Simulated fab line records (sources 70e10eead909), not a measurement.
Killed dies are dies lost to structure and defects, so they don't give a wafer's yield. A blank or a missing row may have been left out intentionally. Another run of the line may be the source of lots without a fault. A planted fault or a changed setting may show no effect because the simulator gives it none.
A lot that was struck, set against a sound lot	flow nand-harc	15 steps out of a route of 1302
Sound: the wafers L684.2, L684.4, L684.5. Struck: wafer L693.1 (L693.4, L693.6, from the same lot, were not struck and are left out); the cause is given at the end.
Order at every step that has rows: each side's tool, ch and its chambers, its first start. Under that, the readings that differ: sound wafers	struck wafers	difference of the means	sigmas: that difference in standard deviations of wafers without a fault.
alike: words and numbers the same on both sides, and readings whose means are apart by under 2 such deviations; not compared: readings that were withheld, readings missing a value for some wafer, numbers with overlapping values and no deviation given by the record, and bounds like >300 which may hide the same value.
A row with sigmas, a row that says differs or no value, or rows on one side alone: a step with any of these is where the two part. Numbers that have no deviation but don't overlap get no sigmas and don't part them. A reading missing from all wafers of one side parts the sides only when that side holds two or more wafers.

NHARC_P_GATE_STRIP_75: strips in O2.
  sound on plasma-asher-02 ch 1, day 6 18:08; struck on plasma-asher-02 ch 0, day 10 10:17
  alike: drypump-motor-current-A, heater-power-w
  not compared: rf-hours-counter-h
then, 9 steps without rows for these wafers: NHARC_P_GATE_STRIP_50 (strips in SPM, time 900 s); NHARC_P_GATE_DEHYDRATE_51 (time 120 s); NHARC_P_GATE_HMDS_52 (time 30 s); NHARC_P_GATE_COAT_53; NHARC_P_GATE_SOFTBAKE_54 (time 95 s); NHARC_P_GATE_EBR_55; NHARC_P_GATE_EXPOSE_56 (exposes mask P PSD, target cd 720 nm); NHARC_P_GATE_PEB_57 (peb time 85 s); NHARC_P_GATE_DEVELOP_58 (time 70 s).
NHARC_P_GATE_CD_MEAS_59 targets a cd of 720 nm.
  sound on cd-sem-02 ch 0, day 6 19:04; struck on cd-sem-02 ch 0, day 10 11:13
  alike: cd-nm
then, 1 step without rows for these wafers: NHARC_P_GATE_HARDBAKE_60 (time 80 s).
NHARC_P_GATE_DESCUM_61: chemistry O2, time 3 s.
  sound on rie-diel-11 ch 1,2, day 6 19:14; struck on rie-diel-12 ch 0, day 10 11:23
reading	sound	struck	difference	sigmas
oes-product-au (a.u.)	0.993 0.995 1.007	0.974	-0.024	-2
run-length-s (s)	23.8 23.5 23.7	21.7	-2.0	-6
throttle-valve-pct (%)	11.311 11.318 11.318	11.335	+0.019	+2
  alike: chamber-pressure-mTorr, drypump-motor-current-A, o2-flow-sccm, rf-vpp-V, showerhead-plenum-p-Torr
  not compared: rf-hours-counter-h
then, 2 steps without rows for these wafers: NHARC_P_GATE_IMPLANT_62; NHARC_END_SORT_01.

== WHERE THEY PART ==
Within this record, at NHARC_P_GATE_DESCUM_61 only.

WHY: the cause the simulator had injected
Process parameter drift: rie-diel-12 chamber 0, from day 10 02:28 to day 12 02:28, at NHARC_P_GATE_DESCUM_61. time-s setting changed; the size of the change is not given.
